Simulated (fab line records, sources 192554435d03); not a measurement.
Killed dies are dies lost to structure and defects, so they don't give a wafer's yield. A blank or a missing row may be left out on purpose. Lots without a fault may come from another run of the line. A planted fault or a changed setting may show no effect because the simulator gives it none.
Which tool did it? | flow n5_finfet | 12 lots, 36 wafers sampled, at 4 steps of a route of 1938

WHAT THE GAUGES READ, wafer by wafer
N5_BEOL_M11_OVL_MEAS_12.
lot  | measured     | on         | M11_OVL (nm)
L076 | day 11 04:26 | overlay-01 | -0.9 -0.8 0.0
L075 | day 12 01:12 | overlay-02 | 1.0 1.4 0.6
L083 | day 12 21:07 | overlay-02 | 1.5 0.8 1.7
L080 | day 13 11:33 | overlay-01 | 0.9 -1.0 0.7
L084 | day 13 20:34 | overlay-02 | 1.1 0.6 2.0
L087 | day 14 02:40 | overlay-02 | -0.2 0.9 -0.6
L086 | day 14 16:39 | overlay-02 | 0.8 0.8 0.1
L090 | day 14 22:49 | overlay-01 | 0.3 0.4 0.3
L091 | day 15 19:09 | overlay-01 | 0.7 0.2 -0.9
L093 | day 15 23:14 | overlay-02 | -0.1 0.0 1.7
L095 | day 16 08:56 | overlay-01 | 0.1 0.3 0.6
L097 | day 17 06:05 | overlay-02 | -0.4 0.3 1.1

WHICH TOOL RAN EACH LOT (tool, then ch and the chambers of the sampled wafers, then the start)
lot  | N5_BEOL_M10_ETCH_65                | N5_BEOL_M10_CURE_72           | N5_BEOL_M10_PRE_CLEAN_45
L076 | rie_diel-03 ch 0,1,2, day 10 20:59 | uv_cure-02 ch 0, day 10 21:38 | pvd_sputter-02, day 10 22:27
L075 | rie_diel-03 ch 1,2, day 11 16:34   | uv_cure-01 ch 1, day 11 17:25 | pvd_sputter-02, day 11 19:29
L083 | rie_diel-06 ch 0,3, day 12 15:02   | uv_cure-02 ch 2, day 12 15:45 | pvd_sputter-01, day 12 16:33
L080 | rie_diel-06 ch 0,1,2, day 13 05:08 | uv_cure-02 ch 0, day 13 05:47 | pvd_sputter-03, day 13 06:40
L084 | rie_diel-01 ch 1,2, day 13 14:22   | uv_cure-01 ch 2, day 13 15:14 | pvd_sputter-01, day 13 15:50
L087 | rie_diel-03 ch 0,1,2, day 13 19:31 | uv_cure-03 ch 2, day 13 20:17 | pvd_sputter-03, day 13 20:40
L086 | rie_diel-03 ch 1,2,3, day 14 09:58 | uv_cure-02 ch 1, day 14 10:37 | pvd_sputter-03, day 14 12:47
L090 | rie_diel-06 ch 1,2, day 14 14:52   | uv_cure-02 ch 0, day 14 15:37 | pvd_sputter-02, day 14 16:18
L091 | rie_diel-01 ch 0,1, day 15 12:39   | uv_cure-01 ch 2, day 15 13:19 | pvd_sputter-03, day 15 13:58
L093 | rie_diel-01 ch 1,3, day 15 18:08   | uv_cure-02 ch 0, day 15 18:48 | pvd_sputter-03, day 15 19:28
L095 | rie_diel-03 ch 0,2,3, day 16 02:11 | uv_cure-03 ch 0, day 16 02:56 | pvd_sputter-03, day 16 03:31
L097 | rie_diel-03 ch 0,3, day 16 22:50   | uv_cure-03 ch 1, day 16 23:33 | pvd_sputter-03, day 17 00:06
- N5_BEOL_M10_ETCH_65: etches SiARC in CF4, target depth 39 nm, time 65 s.
- N5_BEOL_M10_CURE_72: cures SiCOH lowk, time 120 s.
- N5_BEOL_M10_PRE_CLEAN_45: time 30 s.

THE ANSWER, worked out from the rows above alone
Rule: what is usual is taken from the lots themselves. Put in order of their means at a reading, lots are off if they are a third of the lots or fewer, leave a main group of 4 or more, and stand apart from it by a gap of 3 or more times the standard deviation of the main group's means; of several such gaps the widest counts. A main group whose means are all the same, to the digits that the tables above print for the reading, isn't used. A lot without any number at a reading at which 4 lots or more have one is off too. The other lots that the step has rows for count as sound.
No lot is off at any reading shown: from this, nothing can be told.

WHAT THE SIMULATOR HAD PUT IN
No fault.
